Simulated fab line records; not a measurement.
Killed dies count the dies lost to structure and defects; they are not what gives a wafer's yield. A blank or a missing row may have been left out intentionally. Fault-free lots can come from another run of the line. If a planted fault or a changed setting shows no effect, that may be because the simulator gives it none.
Problem report, 8D (eight disciplines) form, completed by code -- flow n5 finfet -- the parts of the form that need people (team, actions taken, sign-off) are left out

## 1. PROBLEM STATEMENT
Mean of exposure dose mJ cm2 at N5_FIN_SAQP_EXPOSE_13: 65.23 across 6 wafers in 2 lots; on wafers with no fault it is 63.24 (standard deviation 0.064). Measured from the usual mean, that is +31 standard deviations.
The step: exposes mask FIN CORE, target cd 35.6 nm.
First seen on wafer L625.2, day 5 05:14, on arfi scanner-02. The record holds 28 wafers of 10 lots with a number at this step. By rule, "out" or "out of limits" means more than 4 standard deviations away from the usual mean. The other wafers with a number count as sound.

## 2. WHAT THIS IS AND IS NOT
question,is,is not
which readings at this step,exposure dose mJ cm2,-
which lots,"L625, L626","L613, L615, L628, L629, L632, L633, L634, L635"
which wafers of those lots,all that have a number,-
read on which tools,arfi scanner-02,"arfi scanner-01, arfi scanner-03"
when,from day 5 05:14,"up to then (5 sound wafers); but 17 sound wafers of L628, L629, L632, L633, L634, L635 came after"

## 3. SUSPECTS, AND WHAT RULES EACH OUT
Counting: a tool at any process step up to the reading remains a suspect when it ran all the lots that are out and ran no sound lot after the first of those.
- rtp anneal-02 at N5_FIN_SAQP_DENSIFY_62 (time 60 s): ruled out as a lasting fault. Following L625 (day 5 04:30), the first lot on it that is out, the sound lots L629, L632, L634, L635 were run on it.
- pecvd-02 at N5_FIN_SAQP_PECVD_48 (deposits SiNx from SiH4/NH3/N2, target thk 25 nm, time 22.1 s): ruled out as a lasting fault. Following L625 (day 5 04:52), the first lot on it that is out, the sound lots L629, L632 were run on it.
- pecvd-02 at N5_FIN_SAQP_PECVD_06 (deposits a-Si from SiH4/He, target thk 60 nm, time 48.1 s): ruled out as a lasting fault. Following L625 (day 5 04:54), the first lot on it that is out, the sound lots L629, L632 were run on it.
- arfi scanner-02 at N5_FIN_SAQP_EXPOSE_13 (exposes mask FIN CORE, target cd 35.6 nm): kept. All lots that are out passed through it, beginning with L625 at day 5 05:14, and no sound lot followed; its final sound lot before that point was L615 at day 2 15:47. Its own exposure dose mJ cm2 readings are out on those wafers.
After counting, what remains is arfi scanner-02 at N5_FIN_SAQP_EXPOSE_13.

## 4. THE CAUSE (what the simulator had put in)
Process parameters drifting: arfi scanner-02 at N5_FIN_SAQP_EXPOSE_13, beginning at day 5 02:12. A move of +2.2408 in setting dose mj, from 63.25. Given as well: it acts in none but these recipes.
After counting, this tool was the only one left.

## 5. THE CHAIN OF EFFECTS, in route order
Each row: a reading whose mean over the struck wafers that have a number lies more than 3 standard deviations from the usual. Only readings whose record carries a usual standard deviation are examined. hours: median over the lots of the time between each lot's start at the first step of this table that gives one and its start at this step. sigmas: the change, counted in usual standard deviations.
hours,step,reading,usual,on struck wafers,change,sigmas
0,N5_FIN_SAQP_EXPOSE_13,exposure dose mJ cm2,63.24,65.23,+1.99,+31
Here are the process steps it includes:
- N5_FIN_SAQP_EXPOSE_13: exposes mask FIN CORE, target cd 35.6 nm.
Later measuring or inspecting steps at which every struck wafer that the step has a row for has a number for every such reading, and none has moved that far: N5_BEOL_M4_RC_MEAS_101.

## 6. HOW IT WOULD HAVE BEEN CAUGHT EARLIER
The fault began at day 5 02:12; the first out-of-limits reading in this record came at day 5 05:14, 3 hours later.
